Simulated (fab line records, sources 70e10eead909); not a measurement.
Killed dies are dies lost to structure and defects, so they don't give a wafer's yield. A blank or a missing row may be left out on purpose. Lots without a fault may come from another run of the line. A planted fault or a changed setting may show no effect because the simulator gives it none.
Chamber matching | flow nand_harc | NHARC_A_SGD_CUT_CMP_21 on cmp-03: 4 sister chambers
The step polishes, target thk 148.19 nm. 16 wafers are shown with their chamber, then 8 later ones without.

WAFERS WITH THEIR CHAMBER
wafer  | chamber | motor_current_A (A) | time_to_endpoint_s (s) | retaining_ring_pressure_frac
L077.3 | 1       | 11.2                | 41                     | 1.012
L077.5 | 2       | 12.9                | 42                     | 1.002
L077.6 | 1       | 11.8                | 43                     | 1.013
L075.1 | 3       | 14.7                | 46                     | 1.007
L075.3 | 2       | 13.2                | 43                     | 1.000
L075.6 | 0       | 9.8                 | 47                     | 1.000
L076.2 | 1       | 11.3                | 48                     | 0.995
L076.3 | 3       | 14.8                | 47                     | 1.010
L076.4 | 0       | 10.6                | 49                     | 0.996
L081.2 | 3       | 15.0                | 51                     | 0.998
L081.5 | 3       | 14.5                | 49                     | 0.991
L081.6 | 2       | 12.2                | 46                     | 0.998
L084.1 | 2       | 13.0                | 42                     | 1.003
L084.5 | 1       | 10.6                | 47                     | 1.001
L084.6 | 0       | 10.4                | 50                     | 1.000
L085.1 | 3       | 14.1                | 50                     | 0.999

SIGNATURES (means of the wafers above)
reading                      | chamber 0 | chamber 1 | chamber 2 | chamber 3 | scatter within a chamber
motor_current_A              | 10.267    | 11.225    | 12.825    | 14.620    | 0.419
time_to_endpoint_s           | 48.67     | 44.75     | 43.25     | 48.60     | 2.33
retaining_ring_pressure_frac | 0.99867   | 1.00525   | 1.00075   | 1.00100   | 0.00635
Rule: a wafer's distance from a chamber is the root of the sum, over the readings, of the square of ((its reading less the chamber's mean) divided by the reading's scatter). The wafer belongs to the nearest chamber; if the next one is less than 2 further off, it can't be placed. The scatter: the root of (the sum of the squares of (reading less its chamber's mean) over the shown wafers, divided by (wafers less chambers)).

WAFERS WITHOUT THEIR CHAMBER
wafer  | motor_current_A (A) | time_to_endpoint_s (s) | retaining_ring_pressure_frac
L085.3 | 11.6                | 47                     | 1.002
L085.5 | 13.1                | 47                     | 1.002
L090.1 | 13.3                | 45                     | 1.003
L090.3 | 11.5                | 47                     | 1.006
L090.5 | 10.4                | 50                     | 0.997
L092.1 | 12.6                | 41                     | 0.997
L092.2 | 14.5                | 45                     | 0.993
L092.6 | 11.3                | 47                     | 1.000

WHICH CHAMBER EACH WENT THROUGH
wafer  | from the rows above          | in truth
L085.3 | can't be placed: 1 or 0 or 2 | 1
L085.5 | can't be placed: 2 or 3      | 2
L090.1 | 2                            | 2
L090.3 | 1                            | 1
L090.5 | 0                            | 0
L092.1 | 2                            | 2
L092.2 | 3                            | 3
L092.6 | can't be placed: 1 or 0      | 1
Placed correctly: 5 of 8. Can't be placed from these rows: 3 (the true chamber is among the candidates in 3). Placed wrongly: 0.
